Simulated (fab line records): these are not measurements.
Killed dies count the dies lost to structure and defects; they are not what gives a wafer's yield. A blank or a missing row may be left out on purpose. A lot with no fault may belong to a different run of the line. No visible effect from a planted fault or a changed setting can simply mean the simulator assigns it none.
Which tool was responsible? | flow nand harc | 11 lots, 31 wafers sampled, at 5 steps of a route of 1159

== WHAT EACH GAUGE READ, for each wafer ==
NHARC_END_SORT_01. Usual: killed at array 29, standard deviation 11; killed at other 0.7, standard deviation 1.1; killed at periphery 3.1, standard deviation 2; killed dies 33, standard deviation 11; killed open 3.5, standard deviation 1.8; killed short 2.0, standard deviation 1.4.
lot  | measured     | on        | killed at array | killed at other | killed at periphery | killed dies | killed open | killed short | flag
L720 | day 24 04:03 | prober-01 | 49 671          | 0 4             | 5 2                 | 54 677      | 2 3         | 2 2          | OFF
L721 | day 24 09:32 | prober-02 | 673 674         | 2 1             | 2 2                 | 677 677     | 5 1         | 3 1          | OFF
L723 | day 24 10:14 | prober-01 | 675 37 47       | 2 1 2           | 0 2 0               | 677 40 49   | 0 6 5       | 3 2 1        | OFF

== WHAT TOOL EACH LOT RAN ON (gives the tool, then ch and the chambers of the sampled wafers, and finally the start) ==
lot  | NHARC_A_STAIRCASE_TRIM_200                    | NHARC_A_STAIRCASE_TRIM_202                    | NHARC_A_STAIRCASE_ETCH_225         | NHARC_A_STAIRCASE_TRIM_231
L705 | rie diel-11 ch 2,3, day 11 17:37 or earlier   | rie diel-11 ch 1,3, day 11 17:37 or earlier   | rie diel-05 ch 0,3, day 11 17:37   | rie diel-05 ch 0,1,3, no start
L706 | rie diel-05 ch 0,3, day 12 03:04 or earlier   | rie diel-05 ch 1,2,3, day 12 03:04 or earlier | rie diel-11 ch 0,1,3, day 12 03:04 | rie diel-11 ch 0,1,3, no start
L709 | rie diel-11 ch 1,3, day 12 07:21 or earlier   | rie diel-11 ch 0,1,3, day 12 07:21 or earlier | rie diel-02 ch 0,1, day 12 07:21   | rie diel-05 ch 0,1,3, no start
L708 | rie diel-02 ch 0,1,2, day 12 07:44 or earlier | rie diel-02 ch 0,1, day 12 07:44 or earlier   | rie diel-11 ch 1,3, day 12 07:44   | rie diel-11 ch 1,2,3, no start
L714 | rie diel-11 ch 0,1, day 13 19:15 or earlier   | rie diel-11 ch 0,1, day 13 19:15 or earlier   | rie diel-05 ch 2,3, day 13 19:15   | rie diel-05 ch 0,2, no start
L713 | rie diel-02 ch 1,3, day 13 21:46 or earlier   | rie diel-02 ch 1,2, day 13 21:46 or earlier   | rie diel-11 ch 2,3, day 13 21:46   | rie diel-05 ch 0,2,3, no start
L720 | rie diel-02 ch 3, day 15 09:42 or earlier     | rie diel-02 ch 1,3, day 15 09:42 or earlier   | rie diel-11 ch 1,2, day 15 09:42   | rie diel-11 ch 0,3, day 24 04:03 or earlier
L721 | rie diel-11 ch 1,2, day 15 10:00 or earlier   | rie diel-11 ch 0,1, day 15 10:00 or earlier   | rie diel-11 ch 0,1, day 15 10:00   | rie diel-11 ch 0,1, day 24 09:32 or earlier
L723 | rie diel-02 ch 0,2,3, day 15 20:02 or earlier | rie diel-02 ch 1,2,3, day 15 20:02 or earlier | rie diel-11 ch 1,2,3, day 15 20:02 | rie diel-11 ch 1,2,3, day 24 10:14 or earlier
L725 | rie diel-05 ch 0,1,3, day 16 17:32 or earlier | rie diel-05 ch 0,1, day 16 17:32 or earlier   | rie diel-05 ch 1,2, day 16 17:32   | rie diel-11 ch 0,1, no start
L726 | rie diel-11 ch 1,2,3, day 17 07:32 or earlier | rie diel-11 ch 0,1,3, day 17 07:32 or earlier | rie diel-05 ch 0,2, day 17 07:32   | rie diel-11 ch 0,1, no start
- NHARC_A_STAIRCASE_TRIM_200: chemistry O2, time 211.2 s.
- NHARC_A_STAIRCASE_TRIM_202: chemistry O2, time 211.2 s.
- NHARC_A_STAIRCASE_ETCH_225: etches the open film in C4F8/O2, target depth 100 nm, time 40.5 s.
- NHARC_A_STAIRCASE_TRIM_231: chemistry O2, time 211.2 s.

== WHAT THE TOOLS THEMSELVES READ (means of the sampled wafers that have a number; where no wafer has one, the mark that the record gives instead) ==
NHARC_A_STAIRCASE_TRIM_200. Usual: chamber pressure mTorr 60.00 mTorr, standard deviation 0.056; drypump motor current A 5.71 A, standard deviation 0.29; oes product au 1.003 a.u., standard deviation 0.011; rf vpp V 57.6 V, standard deviation 0.84; showerhead plenum p Torr 3.47 Torr, standard deviation 0.15; throttle valve pct 17.035 %, standard deviation 0.0078.
lot  | tool        | chamber pressure mTorr (mTorr) | drypump motor current A (A) | oes product au (a.u.) | rf vpp V (V) | showerhead plenum p Torr (Torr) | throttle valve pct (%) | flag
L705 | rie diel-11 | 59.92                          | 5.77                        | 1.001                 | 57.9         | 3.48                            | 17.039                 |
L706 | rie diel-05 | 59.97                          | 5.57                        | 0.987                 | 57.9         | 3.57                            | 17.032                 |
L709 | rie diel-11 | 60.03                          | 5.48                        | 0.989                 | 57.6         | 3.56                            | 17.025                 |
L708 | rie diel-02 | 60.05                          | 5.66                        | 1.007                 | 57.9         | 3.37                            | 17.036                 |
L714 | rie diel-11 | 59.97                          | 5.80                        | 0.999                 | 57.1         | 3.34                            | 17.043                 |
L713 | rie diel-02 | 60.03                          | 5.90                        | 1.013                 | 58.2         | 3.51                            | 17.035                 |
L720 | rie diel-02 | 60.02                          | 5.66                        | 1.006                 | 58.0         | 3.55                            | 17.037                 |
L721 | rie diel-11 | 60.03                          | 5.81                        | 0.995                 | 56.7         | 3.34                            | 17.041                 |
L723 | rie diel-02 | 59.99                          | 5.55                        | 1.017                 | 58.6         | 3.55                            | 17.040                 |
L725 | rie diel-05 | 59.96                          | 5.62                        | 1.001                 | 58.0         | 3.53                            | 17.043                 |
L726 | rie diel-11 | 60.00                          | 5.66                        | 0.997                 | 57.0         | 3.44                            | 17.039                 |

NHARC_A_STAIRCASE_TRIM_202. Usual: chamber pressure mTorr 60.00 mTorr, standard deviation 0.058; drypump motor current A 5.72 A, standard deviation 0.3; oes product au 1.002 a.u., standard deviation 0.011; rf vpp V 57.8 V, standard deviation 0.83; showerhead plenum p Torr 3.46 Torr, standard deviation 0.14; throttle valve pct 17.036 %, standard deviation 0.0085.
lot  | tool        | chamber pressure mTorr (mTorr) | drypump motor current A (A) | oes product au (a.u.) | rf vpp V (V) | showerhead plenum p Torr (Torr) | throttle valve pct (%) | flag
L705 | rie diel-11 | 60.03                          | 5.48                        | 0.994                 | 57.6         | 3.56                            | 17.030                 |
L706 | rie diel-05 | 60.06                          | 5.58                        | 0.999                 | 57.7         | 3.62                            | 17.042                 |
L709 | rie diel-11 | 59.96                          | 5.71                        | 0.997                 | 57.5         | 3.46                            | 17.044                 |
L708 | rie diel-02 | 59.99                          | 5.70                        | 0.995                 | 58.3         | 3.42                            | 17.038                 |
L714 | rie diel-11 | 59.99                          | 5.97                        | 1.002                 | 57.7         | 3.35                            | 17.037                 |
L713 | rie diel-02 | 59.96                          | 5.95                        | 1.011                 | 57.7         | 3.43                            | 17.031                 |
L720 | rie diel-02 | 60.05                          | 5.83                        | 1.005                 | 58.0         | 3.51                            | 17.041                 |
L721 | rie diel-11 | 60.05                          | 5.91                        | 1.004                 | 57.5         | 3.34                            | 17.034                 |
L723 | rie diel-02 | 60.00                          | 5.83                        | 1.005                 | 57.9         | 3.44                            | 17.038                 |
L725 | rie diel-05 | 59.99                          | 5.65                        | 0.995                 | 56.8         | 3.44                            | 17.040                 |
L726 | rie diel-11 | 60.01                          | 5.72                        | 1.000                 | 57.6         | 3.44                            | 17.036                 |

NHARC_A_STAIRCASE_ETCH_225. Usual: bias w 1000.4 W, standard deviation 2.8; chamber pressure mTorr 25.001 mTorr, standard deviation 0.022; oes product au 0.939 a.u., standard deviation 0.012; rf vpp V 893 V, standard deviation 4.8; run length s 61.7 s, standard deviation 0.41.
lot  | tool        | bias w (W) | chamber pressure mTorr (mTorr) | oes product au (a.u.) | rf vpp V (V) | run length s (s) | flag
L705 | rie diel-05 | 1001.1     | 24.986                         | 0.942                 | 898          | 61.4             |
L706 | rie diel-11 | 1001.1     | 25.010                         | 0.940                 | 894          | 61.7             |
L709 | rie diel-02 | 1002.0     | 25.008                         | 0.943                 | 889          | 61.6             |
L708 | rie diel-11 | 998.4      | 24.996                         | 0.929                 | 893          | 61.8             |
L714 | rie diel-05 | 998.2      | 24.993                         | 0.938                 | 899          | 61.5             |
L713 | rie diel-11 | 1001.3     | 25.021                         | 0.926                 | 894          | 62.2             |
L720 | rie diel-11 | 1000.8     | 25.026                         | 0.924                 | 889          | 55.8             | OFF
L721 | rie diel-11 | -          | 25.000                         | 0.929                 | 889          | 49.2             | OFF
L723 | rie diel-11 | 1002.2     | 25.026                         | 0.933                 | 892          | 57.6             | OFF
L725 | rie diel-05 | 1000.1     | 24.983                         | 0.945                 | 898          | 61.8             |
L726 | rie diel-05 | 1000.4     | 25.015                         | 0.947                 | 894          | 61.6             |

NHARC_A_STAIRCASE_TRIM_231. Usual: chamber pressure mTorr 60.00 mTorr, standard deviation 0.049; drypump motor current A 5.68 A, standard deviation 0.27; oes product au 1.000 a.u., standard deviation 0.01; rf vpp V 57.5 V, standard deviation 0.9; showerhead plenum p Torr 3.46 Torr, standard deviation 0.14; throttle valve pct 17.036 %, standard deviation 0.0094.
lot  | tool        | chamber pressure mTorr (mTorr) | drypump motor current A (A) | oes product au (a.u.) | rf vpp V (V) | showerhead plenum p Torr (Torr) | throttle valve pct (%) | flag
L705 | rie diel-05 | 60.04                          | 5.63                        | 0.999                 | 57.7         | 3.55                            | 17.035                 |
L706 | rie diel-11 | 59.99                          | 5.71                        | 0.995                 | 57.9         | 3.46                            | 17.032                 |
L709 | rie diel-05 | 60.05                          | 5.62                        | 0.990                 | 57.7         | 3.55                            | 17.034                 |
L708 | rie diel-11 | 59.98                          | 5.67                        | 0.995                 | 57.2         | 3.46                            | 17.034                 |
L714 | rie diel-05 | 59.98                          | 5.58                        | 0.986                 | 58.1         | 3.44                            | 17.038                 |
L713 | rie diel-05 | 59.99                          | 5.55                        | 0.994                 | 57.2         | 3.53                            | 17.035                 |
L720 | rie diel-11 | 60.00                          | 5.78                        | 0.994                 | 57.4         | 3.51                            | 17.041                 |
L721 | rie diel-11 | 59.98                          | 5.87                        | 1.000                 | 58.0         | 3.33                            | 17.047                 |
L723 | rie diel-11 | 60.00                          | 5.65                        | 1.000                 | 58.4         | 3.44                            | 17.036                 |
L725 | rie diel-11 | 59.95                          | 5.78                        | 1.002                 | 57.8         | 3.33                            | 17.026                 |
L726 | rie diel-11 | 59.98                          | 5.79                        | 1.004                 | 57.1         | 3.32                            | 17.033                 |

== THE ANSWER, worked out from the rows above alone ==
Rule: a lot counts as off when the mean over its wafers that have a number is more than 3 standard deviations away from the usual mean. Also off: a lot with no number at a reading for which 4 or more lots have one. Any other lot the step has rows for is counted as sound. First the gauges in route order, then the tools' own readings, where a lot's mean is used as printed above. The first step at which some lot is off is used, and at that step the reading that is off furthest; a lot without a number counts as furthest.
Off, at NHARC_END_SORT_01 on killed at array: L720, L721, L723. Neither off nor sound, because the step has no rows for them: L705, L706, L709, L708, L714, L713, L725, L726.
If a tool, at a process step before that reading, ran all the lots that are off and no sound lot after the first of them, it fits. Not tried: the gauges at NHARC_END_SORT_01; whatever is off there is also off at NHARC_A_STAIRCASE_ETCH_225, on other tools, and gauge error can't account for it. NHARC_A_STAIRCASE_TRIM_200: start missing for some lots; hours and lot order therefore follow NHARC_A_STAIRCASE_ETCH_225. NHARC_A_STAIRCASE_TRIM_202: start missing for some lots; hours and lot order therefore follow NHARC_A_STAIRCASE_ETCH_225. NHARC_A_STAIRCASE_TRIM_231: start missing for some lots; hours and lot order therefore follow NHARC_END_SORT_01. One fits: NHARC_A_STAIRCASE_ETCH_225 and NHARC_A_STAIRCASE_TRIM_231 on rie diel-11. It ran no sound lot before its first lot that is off in this sample, so the start can't be narrowed down.

== WHAT WAS PUT IN BY THE SIMULATOR ==
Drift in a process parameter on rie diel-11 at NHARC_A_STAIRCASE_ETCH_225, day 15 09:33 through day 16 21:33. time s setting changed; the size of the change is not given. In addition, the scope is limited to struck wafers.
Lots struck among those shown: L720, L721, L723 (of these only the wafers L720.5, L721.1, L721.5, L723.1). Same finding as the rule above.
